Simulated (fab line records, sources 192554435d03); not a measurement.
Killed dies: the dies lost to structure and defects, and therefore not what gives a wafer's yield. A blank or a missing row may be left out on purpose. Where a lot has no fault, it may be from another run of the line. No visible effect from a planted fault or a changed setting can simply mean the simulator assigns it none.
fab line records	flow n5-finfet
[record] lots = 12	wafers = 29	last-day = 19
route steps=1938 shown BEOL_M13@1706 BEOL_M14@1722 PASSIVATION@1936
lots with no fault: from the same line, run without faults
start-h: the number of hours between the record's first day and the start of the first shown wafer of the lot	wait-h: time in hours since the lot's previous step	" unchanged from the row above	L1.1+2: a row that stands for several wafers	- either no value or no given start	* or withheld: withheld	< > ~ a bound
route shown NAME@n: NAME is a module with steps in the file, n the number in the route of the first one	usual: mean/standard deviation of fault-free wafers	same: alike in all rows	chamber/n: place in a boat	sites: per-site readings	_std_site: their standard deviation	_edge_site: mean of outer sites minus mean of inner sites	radius-mm: for every site, how far away it sits from the centre of the wafer	mask NAME#n: copy n	behind: the last tool/chamber to shape the wafer	hold: cause of the lot's hold/its duration in hours/its outcome	device: which transistor (n, p or np) failed to switch	end of line: tests run on the same wafers once the route is complete	a step given without rows: its recipe and nothing more	killed: at the first sort, the dies lost to defects and structure; wafer yield is something else	map: shows each die of a wafer: x if killed, . if not, _ if none is there
set.NAME: the setting the step ran with; set.NAME@STEP: the setting that earlier step ran with	model.NAME: the simulator's own value behind a step, which no gauge read
the route's steps for a sample of lots (tables are steps, rows are wafers)
services: the hour from which a tool's chamber was out of use, counted from the record's first day as start-h (under 0 if before that day), plus the number of hours and why
[[steps]]
[step N5_BEOL_M13_SPUTTER_44]
[recipe] material = Ta	target-thk-a = 100	temp-c = 50	bias-v = 80	power-w = 15000	chamber-pressure-pa = 0.07	time-s = 16.13
[usual] bias-v = 80.1/0.73	throttle-valve-pct = 29.9/1.3
lot.wafer	tool	chamber	start-h	wait-h	bias-v	throttle-valve-pct
L756.2	pvd-sputter-03	-	260.08	0.0	79.8	28.9
L756.3	"	-	"	"	79.7	29.6
L756.5	"	-	"	"	82.1	29.8
L757.3	pvd-sputter-03	-	262.74	0.0	79.9	29.0
L757.4	"	-	"	"	80.2	28.7
L760.3	pvd-sputter-03	-	307.82	0.0	79.7	29.6
L760.6	"	-	"	"	79.5	28.9
L759.1	pvd-sputter-03	-	309.16	0.0	78.4	28.1
L759.5	"	-	"	"	81.0	29.2
L766.2	pvd-sputter-01	-	348.13	0.0	80.6	32.8
L766.4	"	-	"	"	79.4	30.9
L766.6	"	-	"	"	79.9	28.5
L767.3	pvd-sputter-01	-	358.23	0.0	79.7	30.8
L767.5	"	-	"	"	79.3	31.2
L767.6	"	-	"	"	78.8	30.6
L770.1	pvd-sputter-02	-	362.48	0.0	80.0	30.1
L770.4	"	-	"	"	82.0	31.2
L769.1	pvd-sputter-02	-	370.60	0.0	79.4	28.6
L769.5	"	-	"	"	79.8	28.9
L775.1	pvd-sputter-03	-	389.93	0.0	80.6	29.2
L775.3	"	-	"	"	80.2	29.4
L772.1	pvd-sputter-03	-	393.45	0.0	80.0	29.6
L772.2	"	-	"	"	80.5	28.8
L772.4	"	-	"	"	80.0	29.0
L776.1	pvd-sputter-02	-	402.76	0.0	80.8	30.2
L776.2	"	-	"	"	80.5	28.6
L776.5	"	-	"	"	79.7	31.4
L779.1	pvd-sputter-03	-	426.60	0.0	80.3	29.5
L779.4	"	-	"	"	80.8	28.9
[step N5_BEOL_M13_ANNEAL_48]
[recipe] temp-c = 225	time-s = 90	ambient = N2
[usual] wafer_temp_C_max = 226.4/0.32
lot.wafer	tool	chamber	start-h	wait-h	wafer_temp_C_max
L756.2	rtp-anneal-01	0	260.48	0.2	226.2
L756.3	"	0	"	"	226.5
L756.5	"	0	"	"	226.6
L757.3	rtp-anneal-01	0	263.19	0.2	226.4
L757.4	"	0	"	"	226.5
L760.3	rtp-anneal-02	0	308.31	0.2	226.9
L760.6	"	0	"	"	226.2
L759.1	rtp-anneal-01	0	309.52	0.1	226.4
L759.5	"	0	"	"	226.2
L766.2	rtp-anneal-01	0	348.91	0.5	225.9
L766.4	"	0	"	"	226.5
L766.6	"	0	"	"	226.8
L767.3	rtp-anneal-02	0	358.70	0.2	226.5
L767.5	"	0	"	"	226.3
L767.6	"	0	"	"	226.7
L770.1	rtp-anneal-02	0	362.84	0.1	225.9
L770.4	"	0	"	"	226.2
L769.1	rtp-anneal-02	0	370.96	0.1	227.0
L769.5	"	0	"	"	226.5
L775.1	rtp-anneal-02	0	390.29	0.1	226.2
L775.3	"	0	"	"	226.5
L772.1	rtp-anneal-01	0	393.96	0.3	226.1
L772.2	"	0	"	"	226.2
L772.4	"	0	"	"	225.9
L776.1	rtp-anneal-01	0	403.14	0.1	226.4
L776.2	"	0	"	"	226.2
L776.5	"	0	"	"	226.2
L779.1	rtp-anneal-02	0	427.02	0.2	227.0
L779.4	"	0	"	"	226.6
[step N5_BEOL_M13_INSPECT_55]
[recipe] inspect-instrument = darkfield	mode = post-dep
[usual] raw-defect-count = 72/25
lot.wafer	tool	chamber	start-h	wait-h	raw-defect-count
L756.2	defect-inspect-01	-	261.19	0.0	73
L756.3	"	-	"	"	114
L756.5	"	-	"	"	63
L757.3	defect-inspect-02	-	263.85	0.0	91
L757.4	"	-	"	"	104
L760.3	defect-inspect-01	-	308.96	0.0	77
L760.6	"	-	"	"	56
L759.1	defect-inspect-01	-	310.33	0.0	72
L759.5	"	-	"	"	87
L766.2	defect-inspect-01	-	349.61	0.0	57
L766.4	"	-	"	"	40
L766.6	"	-	"	"	32
L767.3	defect-inspect-02	-	359.36	0.0	56
L767.5	"	-	"	"	62
L767.6	"	-	"	"	67
L770.1	defect-inspect-02	-	363.58	0.0	116
L770.4	"	-	"	"	134
L769.1	defect-inspect-02	-	371.70	0.0	60
L769.5	"	-	"	"	75
L775.1	defect-inspect-01	-	391.04	0.0	52
L775.3	"	-	"	"	71
L772.1	defect-inspect-01	-	394.74	0.0	61
L772.2	"	-	"	"	64
L772.4	"	-	"	"	54
L776.1	defect-inspect-02	-	403.89	0.0	60
L776.2	"	-	"	"	73
L776.5	"	-	"	"	69
L779.1	defect-inspect-02	-	427.77	0.0	89
L779.4	"	-	"	"	55
[step N5_BEOL_M14_EXPOSE_07]
[recipe] mask-id = V13	na = 0.8	source-shape = annular	sigma-inner = 0.5	sigma-outer = 0.8	polarization = unpolarized	attpsm-phase-deg = 180	dose-mj = 57
[usual] exposure-dose-mJ-cm2 = 56.97/0.055
[same] sigma-outer = 0.8
lot.wafer	tool	chamber	start-h	wait-h	mask	exposure-dose-mJ-cm2
L756.2	krf-scanner-01	0	261.55	-	V13#0	57.02
L756.3	"	0	"	"	V13#0	56.95
L756.5	"	0	"	"	V13#0	57.05
L757.3	krf-scanner-02	0	264.42	-	V13#0	56.98
L757.4	"	0	"	"	V13#0	56.98
L760.3	krf-scanner-02	0	309.33	-	V13#0	56.96
L760.6	"	0	"	"	V13#0	56.96
L759.1	krf-scanner-02	0	310.68	-	V13#0	56.97
L759.5	"	0	"	"	V13#0	56.92
L766.2	krf-scanner-02	0	349.98	-	V13#0	58.19
L766.4	"	0	"	"	V13#0	58.23
L766.6	"	0	"	"	V13#0	58.13
L767.3	krf-scanner-02	0	359.81	-	V13#0	57.69
L767.5	"	0	"	"	V13#0	57.71
L767.6	"	0	"	"	V13#0	57.72
L770.1	krf-scanner-01	0	364.07	-	V13#0	57.07
L770.4	"	0	"	"	V13#0	57.00
L769.1	krf-scanner-01	0	372.07	-	V13#0	57.02
L769.5	"	0	"	"	V13#0	56.99
L775.1	krf-scanner-01	0	391.40	-	V13#0	57.02
L775.3	"	0	"	"	V13#0	57.00
L772.1	krf-scanner-01	0	395.18	-	V13#0	56.93
L772.2	"	0	"	"	V13#0	57.00
L772.4	"	0	"	"	V13#0	56.97
L776.1	krf-scanner-01	0	404.25	-	V13#0	57.03
L776.2	"	0	"	"	V13#0	56.93
L776.5	"	0	"	"	V13#0	57.03
L779.1	krf-scanner-01	0	428.26	-	V13#0	56.99
L779.4	"	0	"	"	V13#0	56.98
[step N5_PASSIVATION_PROBE_49]
[usual] defect-limited-yield = 91.2/1.4	killed_at_M0_to_M3 = 34/9.3	killed_at_M4_up = 14/5.9	killed-at-contacts = 14/5.7	killed-at-front-end = 38/10	killed-at-other = 4/3.2	killed-dies = 104/17	killed-open = 67/13	killed-short = 33/6.9	sort_bin_5_function = 5.2/1	sort_bin_6_memory = 3.3/0.61	sort_bin_8_speed = 0.3/1.8	sort-n-pass = 1069/52	sort-yield-pct = 91/4.4
[same] gross-dies = 1180	killed-at-back-side = 0	sort_bin_4_leakage[%] = 0
lot.wafer	tool	chamber	start-h	wait-h	defect-limited-yield[%]	killed_at_M0_to_M3	killed_at_M4_up	killed-at-contacts	killed-at-front-end	killed-at-other	killed-dies	killed-open	killed-short	sort_bin_5_function[%]	sort_bin_6_memory[%]	sort_bin_8_speed[%]	sort-n-pass	sort-yield-pct[%]
L756.2	prober-01	-	286.18	0.1	92.6	19	18	13	31	6	87	52	32	4.2	2.8	0	1093	93
L756.3	prober-01	-	286.23	0.1	93.4	28	9	7	34	0	78	46	30	3.7	2.6	0	1102	93
L756.5	prober-01	-	286.33	0.2	91.6	33	19	8	34	5	99	63	35	5.0	2.8	0	1081	92
L757.3	prober-01	-	292.20	0.1	90.8	37	13	15	32	12	109	66	34	5.8	3.1	0	1071	91
L757.4	prober-01	-	292.25	0.2	90.5	33	10	26	39	4	112	68	40	6.3	2.5	18.6	848	72
L760.3	prober-01	-	332.25	0.1	92.5	27	14	15	31	2	89	55	32	4.4	2.9	0	1091	92
L760.6	prober-01	-	332.40	0.3	94.2	22	4	11	30	2	69	48	19	3.0	2.5	0	1107	94
L759.1	prober-01	-	335.93	0.0	91.1	22	25	13	40	5	105	66	34	5.7	2.7	0.1	1074	91
L759.5	prober-01	-	336.13	0.2	90.4	58	12	17	24	2	113	73	36	6.0	3.3	0	1067	90
L766.2	prober-01	-	376.28	0.1	90.7	28	21	20	40	1	110	73	27	5.9	3.1	0	1070	91
L766.4	prober-01	-	376.38	0.2	91.9	24	14	11	32	14	95	54	29	5.5	2.3	0	1085	92
L766.6	prober-01	-	376.48	0.3	90.5	43	16	16	34	3	112	75	34	5.4	3.7	0	1068	91
L767.3	prober-02	-	385.23	0.1	89.9	24	14	33	44	4	119	73	26	6.4	3.2	0.3	1058	90
L767.5	prober-02	-	385.33	0.2	92.2	26	14	15	30	7	92	56	29	4.2	3.1	0	1088	92
L767.6	prober-02	-	385.38	0.3	91.7	36	13	17	29	3	98	65	28	4.6	3.6	0	1082	92
L770.1	prober-01	-	392.21	0.0	90.8	41	15	14	39	0	109	65	39	5.3	3.6	0.2	1069	91
L770.4	prober-01	-	392.36	0.2	88.6	43	11	16	57	8	135	80	43	7.0	4.0	0	1045	89
L769.1	prober-02	-	398.61	0.0	93.0	22	17	10	31	3	83	63	18	4.2	2.8	0	1097	93
L769.5	prober-02	-	398.81	0.2	93.6	19	19	7	28	3	76	47	26	4.5	1.8	0	1099	93
L775.1	prober-02	-	417.78	0.0	90.8	39	8	16	42	4	109	67	38	5.7	3.4	0	1071	91
L775.3	prober-02	-	417.88	0.1	91.0	30	14	10	50	2	106	63	38	5.3	3.3	0	1074	91
L772.1	prober-02	-	428.36	0.0	90.1	25	15	13	58	6	117	74	43	5.7	3.9	0	1063	90
L772.2	prober-02	-	428.41	0.1	88.9	31	13	9	77	1	131	96	34	7.2	3.7	0	1049	89
L772.4	prober-02	-	428.51	0.2	91.9	32	9	5	49	1	96	63	32	5.2	2.6	0	1084	92
L776.1	prober-01	-	428.67	0.0	91.2	28	8	21	37	10	104	63	29	5.3	3.3	0	1076	91
L776.2	prober-01	-	428.72	0.1	91.1	45	13	15	28	4	105	67	33	5.6	3.1	0	1075	91
L776.5	prober-01	-	428.87	0.2	92.0	35	12	12	32	3	94	57	31	4.5	2.8	0	1086	92
L779.1	prober-01	-	461.54	0.7	89.5	45	15	9	47	8	124	65	44	6.3	3.6	0	1056	89
L779.4	prober-01	-	461.69	0.8	91.2	33	13	7	41	10	104	63	35	5.8	2.9	0	1076	91
// killed by level:class
L756.2 MOL_CONTACT_COAG:geometric-particle:open=9 BEOL_M4:geometric-particle:open=9 DUMMY_GATE:geometric-particle:open=7 FIN_SAQP:geometric-particle:open=6 FIN_SAQP:geometric-particle:short=6 BEOL_M3:geometric-particle:open=4 MOL_CONTACT_COAG:geometric-particle:short=4 BEOL_M1:geometric-particle:open=4
L756.3 FIN_SAQP:geometric-particle:open=10 FIN_SAQP:geometric-particle:short=10 BEOL_M0_SAQP:geometric-particle:open=7 MOL_CONTACT_COAG:geometric-particle:open=5 BEOL_M1:geometric-particle:short=5 BEOL_M1:geometric-particle:open=4 BEOL_M0_SAQP:geometric-particle:short=4 BEOL_M3:geometric-particle:open=4
L756.5 FIN_SAQP:geometric-particle:short=9 FIN_SAQP:geometric-particle:open=7 BEOL_M1:geometric-particle:open=7 MOL_CONTACT_COAG:geometric-particle:open=6 DUMMY_GATE:geometric-particle:open=5 BEOL_M0:geometric-particle:open=5 BEOL_M3:geometric-particle:short=5 BEOL_M3:geometric-particle:open=5
L757.3 MOL_CONTACT_COAG:geometric-particle:open=11 BEOL_M0_SAQP:geometric-particle:open=9 FIN_SAQP:geometric-particle:short=8 BEOL_M0_SAQP:geometric-particle:short=8 FIN_SAQP:geometric-particle:open=6 BEOL_M1:geometric-particle:open=5 DUMMY_GATE:geometric-particle:open=4 BEOL_M0:geometric-particle:open=4
L757.4 MOL_CONTACT_COAG:geometric-particle:open=22 BEOL_M2:geometric-particle:open=11 GATE_CUT:geometric-particle:short=9 FIN_SAQP:geometric-particle:open=5 FIN_SAQP:geometric-particle:short=5 GATE_CUT:geometric-particle:open=5 BEOL_M0_SAQP:geometric-particle:short=5 MOL_CONTACT_COAG:geometric-particle:short=4
L760.3 MOL_CONTACT_COAG:geometric-particle:open=11 BEOL_M4:geometric-particle:open=7 FIN_SAQP:geometric-particle:short=6 DUMMY_GATE:geometric-particle:open=5 BEOL_M3:geometric-particle:open=5 BEOL_M0_SAQP:geometric-particle:open=5 GATE_CUT:geometric-particle:short=4 BEOL_M0_SAQP:geometric-particle:short=4
L760.6 MOL_CONTACT_COAG:geometric-particle:open=11 BEOL_M3:geometric-particle:open=8 GATE_CUT:geometric-particle:short=6 ILD0:geometric-particle:open=4 BEOL_M0_SAQP:geometric-particle:short=4 BEOL_M0_SAQP:geometric-particle:open=4 STARTING-WAFER:geometric-particle:open=4 STI_FIN_REVEAL:geometric-particle:open=3
L759.1 BEOL_M4:geometric-particle:open=12 STI_FIN_REVEAL:geometric-particle:open=11 MOL_CONTACT_COAG:geometric-particle:open=8 FIN_SAQP:geometric-particle:open=6 BEOL_M0_SAQP:geometric-particle:open=5 BEOL_M1:geometric-particle:open=5 BEOL_M3:geometric-particle:open=5 STI_FIN_REVEAL:geometric-particle:short=4
L759.5 BEOL_M3:geometric-particle:open=17 MOL_CONTACT_COAG:geometric-particle:open=15 BEOL_M0_SAQP:geometric-particle:open=10 BEOL_M0_SAQP:geometric-particle:short=7 BEOL_M1:geometric-particle:open=6 BEOL_M2:geometric-particle:short=6 DUMMY_GATE:geometric-particle:open=5 BEOL_M4:geometric-particle:open=5
L766.2 MOL_CONTACT_COAG:geometric-particle:open=17 BEOL_M2:geometric-particle:open=9 BEOL_M4:geometric-particle:open=8 SD_EPI_N:area-etch=7 STI_FIN_REVEAL:geometric-particle:open=6 BEOL_M3:geometric-particle:open=6 FIN_SAQP:geometric-particle:short=5 BEOL_M8:geometric-particle:open=5
L766.4 PASSIVATION:area-etch=11 DUMMY_GATE:geometric-particle:open=7 BEOL_M3:geometric-particle:open=7 MOL_CONTACT_COAG:geometric-particle:open=7 BEOL_M2:geometric-particle:open=7 BEOL_M4:geometric-particle:open=7 ILD0:geometric-particle:short=6 FIN_SAQP:geometric-particle:short=5
L766.6 BEOL_M2:geometric-particle:open=13 MOL_CONTACT_COAG:geometric-particle:open=12 FIN_SAQP:geometric-particle:open=8 BEOL_M0_SAQP:geometric-particle:open=8 BEOL_M3:geometric-particle:open=8 BEOL_M4:geometric-particle:open=7 ILD0:geometric-particle:short=7 BEOL_M0_SAQP:geometric-particle:short=7
L767.3 MOL_CONTACT_COAG:geometric-particle:open=22 SDB:area-etch=14 DUMMY_GATE:geometric-particle:open=6 MOL_CONTACT_COAG:geometric-particle:short=6 BEOL_M2:geometric-particle:open=6 FIN_SAQP:geometric-particle:open=5 BEOL_M0_SAQP:geometric-particle:open=5 MOL_CONTACT_COAG:area-etch=5
L767.5 MOL_CONTACT_COAG:geometric-particle:open=14 STARTING-WAFER:geometric-particle:open=7 BEOL_M0_SAQP:geometric-particle:open=5 BEOL_M0_SAQP:geometric-particle:short=5 BEOL_M2:geometric-particle:open=5 SDB:area-etch=5 DUMMY_GATE:geometric-particle:open=4 BEOL_M3:geometric-particle:open=4
L767.6 MOL_CONTACT_COAG:geometric-particle:open=12 BEOL_M3:geometric-particle:open=9 BEOL_M0_SAQP:geometric-particle:short=8 BEOL_M2:geometric-particle:open=8 FIN_SAQP:geometric-particle:open=7 GATE_CUT:geometric-particle:open=5 MOL_CONTACT_COAG:geometric-particle:short=5 BEOL_M1:geometric-particle:open=4
L770.1 BEOL_M0_SAQP:geometric-particle:short=10 BEOL_M1:geometric-particle:open=10 GATE_CUT:geometric-particle:short=9 MOL_CONTACT_COAG:geometric-particle:open=9 BEOL_M0_SAQP:geometric-particle:open=7 BEOL_M0:geometric-particle:open=7 STI_FIN_REVEAL:geometric-particle:open=6 FIN_SAQP:geometric-particle:open=5
L770.4 STI_FIN_REVEAL:geometric-particle:open=18 MOL_CONTACT_COAG:geometric-particle:open=14 BEOL_M0_SAQP:geometric-particle:open=13 BEOL_M0_SAQP:geometric-particle:short=8 BEOL_M1:geometric-particle:open=8 PASSIVATION:area-etch=8 GATE_CUT:geometric-particle:short=7 FIN_SAQP:geometric-particle:short=6
L769.1 MOL_CONTACT_COAG:geometric-particle:open=9 BEOL_M2:geometric-particle:open=7 BEOL_M4:geometric-particle:open=7 STI_FIN_REVEAL:geometric-particle:open=6 BEOL_M1:geometric-particle:open=6 FIN_SAQP:geometric-particle:open=5 STARTING-WAFER:geometric-particle:short=4 DUMMY_GATE:geometric-particle:open=3
L769.5 STI_FIN_REVEAL:geometric-particle:open=10 BEOL_M4:geometric-particle:open=7 FIN_SAQP:geometric-particle:short=5 MOL_CONTACT_COAG:geometric-particle:open=5 BEOL_M2:geometric-particle:open=4 GATE_CUT:geometric-particle:short=3 BEOL_M0_SAQP:geometric-particle:short=3 BEOL_M3:geometric-particle:open=3
L775.1 DUMMY_GATE:geometric-particle:open=12 MOL_CONTACT_COAG:geometric-particle:open=12 BEOL_M0_SAQP:geometric-particle:short=9 BEOL_M1:geometric-particle:open=8 FIN_SAQP:geometric-particle:open=7 BEOL_M0_SAQP:geometric-particle:open=5 GATE_CUT:geometric-particle:short=5 BEOL_M3:geometric-particle:open=5
L775.3 FIN_SAQP:geometric-particle:open=15 FIN_SAQP:geometric-particle:short=11 BEOL_M0_SAQP:geometric-particle:open=10 MOL_CONTACT_COAG:geometric-particle:open=8 BEOL_M2:geometric-particle:open=7 GATE_CUT:geometric-particle:short=6 BEOL_M0_SAQP:geometric-particle:short=6 STI_FIN_REVEAL:geometric-particle:open=5
L772.1 STI_FIN_REVEAL:geometric-particle:open=20 MOL_CONTACT_COAG:geometric-particle:open=10 FIN_SAQP:geometric-particle:short=9 BEOL_M2:geometric-particle:open=7 BEOL_M4:geometric-particle:open=7 FIN_SAQP:geometric-particle:open=6 BEOL_M2:geometric-particle:short=6 GATE_CUT:geometric-particle:short=5
L772.2 STI_FIN_REVEAL:geometric-particle:open=49 STI_FIN_REVEAL:geometric-particle:short=11 MOL_CONTACT_COAG:geometric-particle:open=7 BEOL_M0_SAQP:geometric-particle:open=7 BEOL_M5:geometric-particle:open=7 BEOL_M2:geometric-particle:open=6 BEOL_M0_SAQP:geometric-particle:short=5 FIN_SAQP:geometric-particle:short=4
L772.4 STI_FIN_REVEAL:geometric-particle:open=16 FIN_SAQP:geometric-particle:open=8 BEOL_M0_SAQP:geometric-particle:short=7 BEOL_M0_SAQP:geometric-particle:open=7 STI_FIN_REVEAL:geometric-particle:short=5 GATE_CUT:geometric-particle:short=5 BEOL_M1:geometric-particle:open=4 FIN_SAQP:geometric-particle:short=3
L776.1 MOL_CONTACT_COAG:geometric-particle:open=15 BEOL_M2:geometric-particle:open=10 FIN_SAQP:geometric-particle:open=7 GATE_CUT:geometric-particle:short=7 BEOL_M3:geometric-particle:open=6 PASSIVATION:area-etch=6 FIN_CUT:geometric-particle:short=5 MOL_CONTACT_COAG:geometric-particle:short=5
L776.2 BEOL_M2:geometric-particle:open=15 MOL_CONTACT_COAG:geometric-particle:open=11 BEOL_M3:geometric-particle:open=10 BEOL_M1:geometric-particle:open=8 FIN_SAQP:geometric-particle:short=5 BEOL_M0_SAQP:geometric-particle:short=5 STI_FIN_REVEAL:geometric-particle:open=5 BEOL_M4:geometric-particle:open=5
L776.5 FIN_SAQP:geometric-particle:open=8 MOL_CONTACT_COAG:geometric-particle:open=8 BEOL_M0_SAQP:geometric-particle:open=8 BEOL_M3:geometric-particle:open=6 BEOL_M0_SAQP:geometric-particle:short=5 STARTING-WAFER:geometric-particle:short=5 FIN_SAQP:geometric-particle:short=4 STI_FIN_REVEAL:geometric-particle:open=4
L779.1 BEOL_M3:geometric-particle:open=13 FIN_SAQP:geometric-particle:short=11 BEOL_M0_SAQP:geometric-particle:short=8 FIN_CUT:area-etch=8 BEOL_M1:geometric-particle:open=7 MOL_CONTACT_COAG:geometric-particle:open=6 BEOL_M4:geometric-particle:open=6 ILD0:geometric-particle:short=5
L779.4 FIN_SAQP:geometric-particle:short=12 FIN_SAQP:geometric-particle:open=11 BEOL_M2:geometric-particle:open=8 BEOL_M3:geometric-particle:open=6 BEOL_M0_SAQP:geometric-particle:short=4 MOL_CONTACT_COAG:geometric-particle:open=4 BEOL_M1:geometric-particle:open=4 STARTING-WAFER:geometric-particle:short=4
[[services]]
tool	chamber	start-h	hours	kind
krf-scanner-02	-	243.69	1.3	pm
krf-scanner-02	0	277.63	-	calibration
krf-scanner-02	-	283.36	1.0	pm
krf-scanner-01	0	296.06	-	calibration
krf-scanner-01	-	332.13	1.3	pm
krf-scanner-01	-	344.23	4.4	pm
krf-scanner-02	-	368.77	4.0	pm
krf-scanner-01	-	379.55	0.8	pm
krf-scanner-01	-	392.57	1.0	pm
krf-scanner-02	-	401.53	0.8	pm
krf-scanner-02	-	402.56	2.9	repair
krf-scanner-02	-	419.59	1.3	pm
[[key]]
[first-sign] step = N5_BEOL_M14_EXPOSE_07	reading = exposure-dose-mJ-cm2	direction = up	sigmas = 18	usual = 56.97	struck = 57.95
effect none on later readings
met-at N5_BEOL_M14_EXPOSE_07
struck-lots L766,L767
[loop-trim] step = N5_BEOL_M14_EXPOSE_07	setting = dose	lots = L767
[baseline-loss] step = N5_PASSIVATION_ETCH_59	wafers = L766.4
[baseline-loss] step = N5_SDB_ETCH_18	wafers = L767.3
not-acting-at N5_BEOL_M13_SPUTTER_44,N5_BEOL_M13_ANNEAL_48,N5_BEOL_M13_INSPECT_55
onset-between 310.68 349.98
[fault] kind = process-parameter-drift	tool = krf-scanner-02	chamber = -	onset-h = 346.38	steps = N5_BEOL_M14_EXPOSE_07	channel = dose-mj	offset = 1.2619	shape = step	acts-in = these-recipes-only	stated = 57
// loop-trim: a control loop set the setting to another value than it would have without faults
// baseline-loss: these wafers lose ten dies or more at that step, a loss of the line's own and not of a fault; the sort's usual values leave them out
